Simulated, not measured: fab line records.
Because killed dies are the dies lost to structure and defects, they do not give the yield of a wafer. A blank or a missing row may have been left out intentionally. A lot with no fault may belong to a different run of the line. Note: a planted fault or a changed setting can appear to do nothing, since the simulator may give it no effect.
The tool behind it: which one? | flow n5-finfet | 10 lots, 30 wafers sampled, at 6 steps of a route of 1938

== WHAT THE GAUGES READ, wafer by wafer ==
The record holds no reading of a measuring or inspecting step that can be judged against a usual standard deviation.

== WHICH TOOL RAN EACH LOT (tool, then ch and the chambers of the sampled wafers, then the start) ==
lot  | N5_BEOL_M12_ETCH_38                | N5_BEOL_M12_SPUTTER_45       | N5_BEOL_M12_ANNEAL_48            | N5_BEOL_M13_COAT_58               | N5_BEOL_M13_STRIP_64                 | N5_PASSIVATION_PROBE_49
L397 | rie-diel-02 ch 1,2,3, day 10 18:26 | pvd-sputter-03, day 10 19:01 | rtp-anneal-01 ch 0, day 10 19:16 | litho-track-05 ch 0, day 10 20:14 | plasma-asher-01 ch 0,1, day 10 21:06 | -
L399 | rie-diel-02 ch 2,3, day 11 06:03   | pvd-sputter-02, day 11 06:43 | rtp-anneal-02 ch 0, day 11 07:15 | litho-track-05 ch 0, day 11 08:08 | plasma-asher-01 ch 0,1, day 11 09:04 | -
L398 | rie-diel-04 ch 0,1,2, day 11 12:27 | pvd-sputter-03, day 11 13:32 | rtp-anneal-01 ch 0, day 11 13:53 | litho-track-05 ch 0, day 11 14:46 | plasma-asher-02 ch 0,1, day 11 15:39 | -
L403 | rie-diel-04 ch 1,2, day 12 06:32   | pvd-sputter-02, day 12 07:29 | rtp-anneal-01 ch 0, day 12 07:44 | litho-track-03 ch 0, day 12 08:42 | plasma-asher-02 ch 0,1, day 12 09:26 | -
L404 | rie-diel-04 ch 1,2,3, day 12 07:13 | pvd-sputter-01, day 12 07:40 | rtp-anneal-01 ch 0, day 12 08:17 | litho-track-04 ch 0, day 12 09:16 | plasma-asher-02 ch 0,1, day 12 10:07 | -
L412 | rie-diel-02 ch 0,1, day 14 11:06   | pvd-sputter-02, day 14 11:44 | rtp-anneal-02 ch 0, day 14 12:05 | litho-track-05 ch 0, day 14 12:58 | plasma-asher-01 ch 0,1, day 14 13:51 | -
L414 | rie-diel-05 ch 0,3, day 15 01:53   | pvd-sputter-02, day 15 02:32 | rtp-anneal-02 ch 0, day 15 02:47 | litho-track-05 ch 0, day 15 03:45 | plasma-asher-02 ch 0,1, day 15 04:37 | -
L415 | rie-diel-02 ch 1,3, day 15 16:19   | pvd-sputter-02, day 15 17:04 | rtp-anneal-01 ch 0, day 15 17:29 | litho-track-03 ch 0, day 15 18:25 | plasma-asher-02 ch 0,1, day 15 19:30 | -
L416 | rie-diel-04 ch 0,1,2, day 15 22:16 | pvd-sputter-01, day 15 22:44 | rtp-anneal-01 ch 0, day 15 23:00 | litho-track-03 ch 0, day 16 00:04 | plasma-asher-01 ch 0,1, day 16 00:56 | prober-02, day 17 04:58
L420 | rie-diel-02 ch 0,1,3, day 17 00:55 | pvd-sputter-01, day 17 01:46 | rtp-anneal-01 ch 0, day 17 02:10 | litho-track-04 ch 0, day 17 02:59 | plasma-asher-01 ch 0,1, day 17 04:05 | -
- N5_BEOL_M12_ETCH_38: etches SiCN in CF4/N2, target depth 68.7 nm, time 73.4 s.
- N5_BEOL_M12_SPUTTER_45: material Cu, target thk 80 nm, time 13.33 s.
- N5_BEOL_M12_ANNEAL_48: time 90 s.
- N5_BEOL_M13_COAT_58: time 60 s, resist thk 89 nm.
- N5_BEOL_M13_STRIP_64: strips in N2/H2.
- N5_PASSIVATION_PROBE_49

== AS READ BY THE TOOLS THEMSELVES (means over the sampled wafers that have a number; for cases with no such wafer, the mark the record gives instead) ==
N5_BEOL_M12_ETCH_38. Usual: drypump-motor-current-A 5.4 A, standard deviation 0.39; n2-flow-sccm 60.00 sccm, standard deviation 0.17; oes-product-au 0.77 a.u., standard deviation 0.099; rf-vpp-V 381.8 V, standard deviation 2.3; showerhead-plenum-p-Torr 2.19 Torr, standard deviation 0.084; throttle-valve-pct 15.47 %, standard deviation 0.19.
lot  | tool        | drypump-motor-current-A (A) | n2-flow-sccm (sccm) | oes-product-au (a.u.) | rf-vpp-V (V) | showerhead-plenum-p-Torr (Torr) | throttle-valve-pct (%) | flag
L397 | rie-diel-02 | 5.4                         | 60.13               | 0.80                  | 383.4        | 2.25                            | 15.42                  |
L399 | rie-diel-02 | 5.6                         | 59.95               | 0.80                  | 383.7        | 2.25                            | 15.48                  |
L398 | rie-diel-04 | 5.3                         | 60.20               | 0.74                  | 381.7        | 2.17                            | 15.58                  |
L403 | rie-diel-04 | 5.0                         | 60.13               | 0.79                  | 381.6        | 2.19                            | 15.48                  |
L404 | rie-diel-04 | 5.2                         | 59.82               | 0.73                  | 380.8        | 2.17                            | 15.55                  |
L412 | rie-diel-02 | 5.2                         | 60.03               | 0.75                  | 381.6        | 2.19                            | 15.37                  |
L414 | rie-diel-05 | 5.2                         | 59.99               | 0.77                  | 383.7        | 2.25                            | 15.24                  |
L415 | rie-diel-02 | 5.1                         | 60.03               | 0.79                  | 383.2        | 2.23                            | 15.33                  |
L416 | rie-diel-04 | 5.3                         | 60.00               | 0.90                  | 383.4        | 2.24                            | 15.31                  |
L420 | rie-diel-02 | 5.3                         | 59.96               | 0.85                  | 383.8        | 2.27                            | 15.29                  |

N5_BEOL_M12_SPUTTER_45. Usual: throttle-valve-pct reads 29.7 % (standard deviation 0.98).
lot  | tool           | throttle-valve-pct (%) | flag
L397 | pvd-sputter-03 | 29.0                   |
L399 | pvd-sputter-02 | 29.8                   |
L398 | pvd-sputter-03 | 29.1                   |
L403 | pvd-sputter-02 | 29.5                   |
L404 | pvd-sputter-01 | 30.3                   |
L412 | pvd-sputter-02 | 29.5                   |
L414 | pvd-sputter-02 | 29.7                   |
L415 | pvd-sputter-02 | 29.0                   |
L416 | pvd-sputter-01 | 29.1                   |
L420 | pvd-sputter-01 | 30.3                   |

N5_BEOL_M12_ANNEAL_48. Usual: wafer_temp_C_max reads 225.9 (standard deviation 0.39).
lot  | tool          | wafer_temp_C_max | flag
L397 | rtp-anneal-01 | 225.5            |
L399 | rtp-anneal-02 | 226.1            |
L398 | rtp-anneal-01 | 225.5            |
L403 | rtp-anneal-01 | 225.7            |
L404 | rtp-anneal-01 | 225.9            |
L412 | rtp-anneal-02 | 226.1            |
L414 | rtp-anneal-02 | 226.6            |
L415 | rtp-anneal-01 | 225.7            |
L416 | rtp-anneal-01 | 225.9            |
L420 | rtp-anneal-01 | 225.7            |

N5_BEOL_M13_COAT_58. Usual: spin-speed-rpm reads 1500.2 rpm (standard deviation 0.99).
lot  | tool           | spin-speed-rpm (rpm) | flag
L397 | litho-track-05 | 1501.7               |
L399 | litho-track-05 | 1499.0               |
L398 | litho-track-05 | 1498.7               |
L403 | litho-track-03 | 1500.2               |
L404 | litho-track-04 | 1499.6               |
L412 | litho-track-05 | 1776.8               | OFF
L414 | litho-track-05 | 1777.1               | OFF
L415 | litho-track-03 | 1499.6               |
L416 | litho-track-03 | 1500.9               |
L420 | litho-track-04 | 1500.3               |

N5_BEOL_M13_STRIP_64. Usual: drypump-motor-current-A 5.71 A, standard deviation 0.28; heater-power-w 350 W, standard deviation 30; n2-flow-sccm 1749 sccm, standard deviation 5.3; oes-product-au 0.715 a.u., standard deviation 0.0043; strip-time-to-endpoint-s 31.31 s, standard deviation 0.079.
lot  | tool            | drypump-motor-current-A (A) | heater-power-w (W) | n2-flow-sccm (sccm) | oes-product-au (a.u.) | strip-time-to-endpoint-s (s) | flag
L397 | plasma-asher-01 | 5.71                        | 366                | 1752                | 0.718                 | 31.41                        |
L399 | plasma-asher-01 | 5.47                        | 374                | 1750                | 0.712                 | 31.41                        |
L398 | plasma-asher-02 | 5.84                        | 323                | 1746                | 0.710                 | 31.35                        |
L403 | plasma-asher-02 | 5.87                        | 314                | 1755                | 0.712                 | 31.29                        |
L404 | plasma-asher-02 | 5.88                        | 316                | 1755                | 0.713                 | 31.22                        |
L412 | plasma-asher-01 | 5.47                        | 385                | 1755                | 0.713                 | 29.21                        | OFF
L414 | plasma-asher-02 | 5.87                        | 318                | 1749                | 0.713                 | 29.24                        | OFF
L415 | plasma-asher-02 | 5.87                        | 318                | 1752                | 0.714                 | 31.38                        |
L416 | plasma-asher-01 | 5.49                        | 379                | 1751                | 0.720                 | 31.32                        |
L420 | plasma-asher-01 | 5.69                        | 373                | 1747                | 0.716                 | 31.30                        |

N5_PASSIVATION_PROBE_49. Usual: defect-limited-yield 91.7 %, standard deviation 1.5; killed_at_M0_to_M3 32, standard deviation 9.6; killed_at_M4_up 13, standard deviation 5.3; killed-at-contacts 12, standard deviation 6.8; killed-at-front-end 36, standard deviation 9.8; killed-at-other 4, standard deviation 3.1; killed-dies 98, standard deviation 17; killed-open 65, standard deviation 13; killed-short 32, standard deviation 8.5; sort_bin_5_function 4.9 %, standard deviation 0.93; sort_bin_6_memory 3.2 %, standard deviation 0.67; sort-n-pass 1082, standard deviation 17; sort-yield-pct 91.7 %, standard deviation 1.4.
lot  | tool      | defect-limited-yield (%) | killed_at_M0_to_M3 | killed_at_M4_up | killed-at-contacts | killed-at-front-end | killed-at-other | killed-dies | killed-open | killed-short | sort_bin_5_function (%) | sort_bin_6_memory (%) | sort-n-pass | sort-yield-pct (%) | flag
L416 | prober-02 | 89.9                     | 51                 | 12              | 15                 | 37                  | 5               | 120         | 78          | 42           | 6.2                     | 3.6                   | 1060        | 89.9               |

== THE ANSWER, worked out from the rows above alone ==
Rule: take the mean of a lot's wafers that have a number; if it is more than 3 standard deviations from the usual mean, the lot is off. Also off: a lot with no number at a reading for which 4 or more lots have one. All remaining lots with rows at the step are treated as sound. The gauges are gone through in route order, then the tools' own readings, and for those a lot's mean is taken as printed above. At the first step where some lot is off, the reading lying furthest off is the one used; lots without a number count as furthest.
Off: L412, L414, at N5_BEOL_M13_COAT_58 (spin-speed-rpm).
A tool fits if, at that step or a process step before it, it ran every lot that is off, and no sound lot after the first of them. Can't be told from this: 2 tools fit, rtp-anneal-02 at N5_BEOL_M12_ANNEAL_48, litho-track-05 at N5_BEOL_M13_COAT_58.

== WHAT HAD BEEN PUT IN BY THE SIMULATOR ==
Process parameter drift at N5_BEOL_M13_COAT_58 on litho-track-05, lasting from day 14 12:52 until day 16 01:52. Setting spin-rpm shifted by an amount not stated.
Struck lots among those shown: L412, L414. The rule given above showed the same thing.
